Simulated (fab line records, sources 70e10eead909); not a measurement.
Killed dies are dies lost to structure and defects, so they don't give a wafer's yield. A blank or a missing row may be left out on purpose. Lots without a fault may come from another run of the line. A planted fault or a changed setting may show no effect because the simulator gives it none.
fab line records | flow nand_harc
record lots=7 wafers=21 last_day=24
route steps=1159 shown A_STAIRCASE@743 A_SGD_CUT@747
lots that met no fault: from a run of the same line without faults
start_h: hours from the record's first day to the start of the lot's first wafer shown | wait_h: hours since the lot's step before | " the same as in the row above | L1.1+2: a row that stands for several wafers | - no value, or no start given | * or withheld: withheld | < > ~ a bound
route shown NAME@n: a module of which the file shows steps, and the number in the route of the first | usual: mean/standard deviation of fault-free wafers | same: alike in all rows | chamber/n: place in a boat | sites: the reading at each site | _std_site: their standard deviation | _edge_site: outer sites' mean less inner sites' | radius_mm: how far each site lies from the wafer's centre | mask NAME#n: copy n | behind: the tool/chamber that last shaped the wafer | hold: why the lot was held/for how many hours/how that ended | device: the transistor (n, p or np) that didn't switch | end of line: the same wafers' tests at the end of the route | a step without rows: its recipe alone | killed: dies lost to structure and defects at the first sort, not the wafer's yield | map: a wafer's dies, x killed, . not, _ none there
set.NAME: the setting as run; set.NAME@STEP: as run at that earlier step | model.NAME: the simulator's own value behind a step, which no gauge read
lots at some steps of the route; a table a step, a row a wafer
services: from which hour (start_h, from the record's first day; less than 0 if before it) a tool's chamber was out of use, for how many hours, and why
## steps
# step NHARC_A_STAIRCASE_CMP_472
# recipe material=SiO2
# usual motor_current_A=11.8/1.1
# columns lot.wafer tool chamber start_h wait_h motor_current_A
L827.2 cmp-01 1 324.96 0.3 11.9
L827.1 " 2 " " 11.7
L827.6 " 1 " " 11.4
L828.3 cmp-01 2 325.43 0.3 11.3
L828.4 " 1 " " 12.4
L828.6 " 2 " " 11.4
L839.2 cmp-01 3 389.95 0.3 13.0
L839.3 " 0 " " 10.5
L839.1 " 1 " " 11.7
L840.1 cmp-01 2 407.01 0.2 11.4
L840.3 " 0 " " 11.2
L840.5 " 2 " " 11.5
L841.2 cmp-01 3 409.00 0.3 13.4
L841.4 " 0 " " 10.1
L841.5 " 2 " " 11.4
L845.2 cmp-01 3 418.97 0.2 13.2
L845.4 " 0 " " 10.7
L845.1 " 1 " " 11.8
L846.2 cmp-02 2 447.65 0.3 11.6
L846.3 " 3 " " 9.4
L846.5 " 0 " " 11.6
# step NHARC_A_STAIRCASE_SRD_474
# step NHARC_A_STAIRCASE_INSPECT_155
# usual raw_defect_count=346/110
# columns lot.wafer tool chamber start_h wait_h raw_defect_count
L827.1 defect_inspect-01 - 325.30 0.1 284
L827.2 " - " " 256
L827.6 " - " " 434
L828.3 defect_inspect-02 - 325.80 0.1 518
L828.4 " - " " 239
L828.6 " - " " 333
L839.1 defect_inspect-01 - 390.27 0.1 288
L839.2 " - " " 329
L839.3 " - " " 323
L840.1 defect_inspect-01 - 407.35 0.1 434
L840.3 " - " " 268
L840.5 " - " " 462
L841.2 defect_inspect-01 - 409.32 0.1 374
L841.4 " - " " 367
L841.5 " - " " 442
L845.1 defect_inspect-01 - 419.31 0.1 514
L845.2 " - " " 424
L845.4 " - " " 527
L846.2 defect_inspect-02 - 447.94 0.1 402
L846.3 " - " " 407
L846.5 " - " " 274
# step NHARC_A_SGD_CUT_DEP_00
# recipe target_thk_a=500 temp_c=400 target_thk_nm=50 flow_sccm=200 rf_w=450 material=SiNx
# usual heater_power_w=689/82
# columns lot.wafer tool chamber start_h wait_h heater_power_w since_wet_clean_h
L827.2 pecvd-03 1 325.39 0.1 771 20
L827.1 " 2 " " 736 20
L827.6 " 0 " " 587 -
L828.3 pecvd-03 0 326.04 0.2 587 21
L828.4 " 1 " " 607 -
L828.6 " 2 " " 836 -
L839.3 pecvd-02 2 390.34 0.1 726 43
L839.2 " 0 " " 742 43
L839.1 " 1 " " 588 43
L840.3 pecvd-03 1 407.45 0.1 765 102
L840.1 " 2 " " 791 102
L840.5 " 1 " " 737 -
L841.2 pecvd-01 2 409.38 0.1 553 159
L841.4 " 2 " " 550 -
L841.5 " 0 " " 681 -
L845.2 pecvd-03 0 419.38 0.1 583 114
L845.1 " 1 " " 752 114
L845.4 " 1 " " 763 -
L846.3 pecvd-03 1 448.01 0.1 713 143
L846.2 " 0 " " 614 143
L846.5 " 1 " " 733 -
# step NHARC_A_SGD_CUT_DEHYDRATE_01
# recipe temp_c=150 time_s=120
# step NHARC_A_SGD_CUT_HMDS_02
# recipe time_s=30
# step NHARC_A_SGD_CUT_COAT_56
# recipe temp_c=260 time_s=75
# step NHARC_A_SGD_CUT_COAT_57
# recipe temp_c=225 time_s=65
# step NHARC_A_SGD_CUT_COAT_03
# recipe spin_rpm=1500 resist_thk_nm=90
# step NHARC_A_SGD_CUT_SOFTBAKE_04
# recipe temp_c=105 time_s=55
# step NHARC_A_SGD_CUT_EBR_05
# step NHARC_A_SGD_CUT_EXPOSE_06
# recipe na=1.35 dose_mj=85.59 mask_id=SGD
# usual reticle_temp_C=22.99/0.11
# columns lot.wafer tool chamber start_h wait_h mask reticle_temp_C model.A_SGD_CUT.overlay_x_nm
L827.1 arfi_scanner-02 0 325.98 - SGD#0 22.73 -1.64e-05
L827.2 " 0 " " SGD#0 23.05 -1.64e-05
L827.6 " 0 " " SGD#0 23.07 -1.64e-05
L828.3 arfi_scanner-03 0 326.57 - SGD#0 23.16 0.6061
L828.4 " 0 " " SGD#0 23.02 0.6061
L828.6 " 0 " " SGD#0 23.07 0.6061
L839.1 arfi_scanner-03 0 390.79 - SGD#0 23.15 4.778
L839.2 " 0 " " SGD#0 22.92 4.778
L839.3 " 0 " " SGD#0 23.09 4.778
L840.1 arfi_scanner-01 0 408.00 - SGD#0 22.94 -0.9038
L840.3 " 0 " " SGD#0 22.85 -0.9038
L840.5 " 0 " " SGD#0 23.09 -0.9038
L841.2 arfi_scanner-03 0 409.97 - SGD#0 23.00 4.502
L841.4 " 0 " " SGD#0 23.05 4.502
L841.5 " 0 " " SGD#0 23.03 4.502
L845.1 arfi_scanner-03 0 419.98 - SGD#0 23.23 4.916
L845.2 " 0 " " SGD#0 23.24 4.916
L845.4 " 0 " " SGD#0 23.15 4.916
L846.2 arfi_scanner-01 0 448.62 - SGD#0 22.90 -0.745
L846.3 " 0 " " SGD#0 23.00 -0.745
L846.5 " 0 " " SGD#0 23.06 -0.745
# step NHARC_A_SGD_CUT_PEB_07
# recipe peb_temp_c=100 peb_time_s=65
# step NHARC_A_SGD_CUT_DEVELOP_08
# recipe develop_time_s=35 dev_temp_c=23
# step NHARC_A_SGD_CUT_CD_MEAS_09
# recipe target_cd_nm=100 landing_energy_ev=500
# usual cd_nm=100.0/0.56
# columns lot.wafer tool chamber start_h wait_h cd_nm
L827.1 cd_sem-01 0 326.12 - 100.0
L827.2 " 0 " " 100.6
L827.6 " 0 " " 100.0
L828.3 cd_sem-02 0 326.71 - 101.1
L828.4 " 0 " " 100.6
L828.6 " 0 " " 100.9
L839.1 cd_sem-01 0 390.93 - 99.7
L839.2 " 0 " " 99.1
L839.3 " 0 " " 99.9
L840.1 cd_sem-03 0 408.15 - 99.2
L840.3 " 0 " " 99.7
L840.5 " 0 " " 100.4
L841.2 cd_sem-03 0 410.11 - 100.0
L841.4 " 0 " " 101.0
L841.5 " 0 " " 100.3
L845.1 cd_sem-03 0 420.12 - 99.9
L845.2 " 0 " " 100.6
L845.4 " 0 " " 100.4
L846.2 cd_sem-01 0 448.76 - 99.6
L846.3 " 0 " " 100.3
L846.5 " 0 " " 99.4
# step NHARC_A_SGD_CUT_OVL_MEAS_10
# usual overlay_x_nm=0.0/0.75 overlay_y_nm=0.2/0.82
# columns lot.wafer tool chamber start_h wait_h overlay_x_nm overlay_y_nm
L827.1 overlay-02 - 326.21 - -0.2 0.6
L827.2 " - " " -0.1 0.4
L827.6 " - " " 0.1 0.3
L828.3 overlay-02 - 326.79 - 0.9 0.5
L828.4 " - " " 0.7 0.1
L828.6 " - " " 0.7 0.7
L839.1 overlay-01 - 391.02 - 4.5 -0.6
L839.2 " - " " 4.2 -0.5
L839.3 " - " " 4.5 -0.6
L840.1 overlay-01 - 408.23 - -0.5 -0.7
L840.3 " - " " -0.8 -0.8
L840.5 " - " " -0.8 -0.9
L841.2 overlay-01 - 410.19 - 4.3 0.7
L841.4 " - " " 4.2 0.8
L841.5 " - " " 3.9 1.2
L845.1 overlay-02 - 420.21 - 5.4 -1.2
L845.2 " - " " 4.9 -1.0
L845.4 " - " " 5.2 -0.7
L846.2 overlay-02 - 448.84 - -0.7 1.5
L846.3 " - " " -0.5 0.8
L846.5 " - " " -0.8 0.8
# step NHARC_A_SGD_CUT_INSPECT_11
# usual raw_defect_count=18/9.3
# columns lot.wafer tool chamber start_h wait_h raw_defect_count
L827.1 defect_inspect-02 - 326.24 0.0 22
L827.2 " - " " 24
L827.6 " - " " 20
L828.3 defect_inspect-02 - 326.83 0.0 11
L828.4 " - " " 4
L828.6 " - " " 5
L839.1 defect_inspect-01 - 391.06 0.0 29
L839.2 " - " " 32
L839.3 " - " " 32
L840.1 defect_inspect-01 - 408.27 0.0 12
L840.3 " - " " 6
L840.5 " - " " 10
L841.2 defect_inspect-01 - 410.23 0.0 22
L841.4 " - " " 16
L841.5 " - " " 39
L845.1 defect_inspect-02 - 420.26 0.1 12
L845.2 " - " " 18
L845.4 " - " " 18
L846.2 defect_inspect-01 - 448.88 0.0 12
L846.3 " - " " 9
L846.5 " - " " 12
## services
# columns tool chamber start_h hours kind
cmp-01 - 303.38 2.4 repair
pecvd-03 0 305.36 - clean
pecvd-03 1 305.36 - clean
pecvd-03 2 305.36 - clean
arfi_scanner-03 - 312.00 4.0 pm
arfi_scanner-01 - 312.09 0.9 repair
arfi_scanner-03 - 321.10 0.6 repair
cmp-02 - 324.64 4.0 pm
pecvd-02 - 334.48 13.0 pm
arfi_scanner-01 0 343.26 - calibration
arfi_scanner-01 - 368.00 4.0 pm
cmp-01 - 375.65 4.0 pm
cmp-01 - 379.65 - consumable_replace:conditioner
cmp-01 - 379.65 - consumable_replace:pad
arfi_scanner-03 - 380.44 0.4 repair
pecvd-03 0 383.30 13.1 repair
cmp-02 - 387.63 2.8 repair
cmp-02 - 391.22 4.1 repair
arfi_scanner-03 - 396.25 7.6 repair
pecvd-01 - 418.19 13.0 pm
cmp-02 - 422.64 4.0 pm
arfi_scanner-02 - 428.00 4.0 pm
arfi_scanner-03 0 428.23 - calibration
pecvd-02 1 447.46 7.7 repair
## key
first_sign step=NHARC_A_SGD_CUT_OVL_MEAS_10 reading=overlay_x_nm direction=up sigmas=6 usual=0.0 struck=4.6
effect none on later readings
model_effect step=NHARC_A_SGD_CUT_EXPOSE_06 value=A_SGD_CUT.overlay_x_nm without=-0.2718 struck=4.732
met_at NHARC_A_SGD_CUT_EXPOSE_06
struck_wafers L839.1,L839.2,L839.3,L841.2,L841.4,L841.5,L845.1,L845.2,L845.4
tester_left_out L839,L841,L845
onset_between 326.57 390.79
fault kind=scanner_matching_overlay tool=arfi_scanner-03 chamber=- onset_h=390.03 steps=NHARC_A_SGD_CUT_EXPOSE_06 offset=5.0037
# tester_left_out: of these lots the tester's yield and bins aren't shown, on N5 and GAA mostly nor the transistor test; their killed dies are dies lost to structure and defects alone, not to doping, threshold or leakage, so they don't give the yield
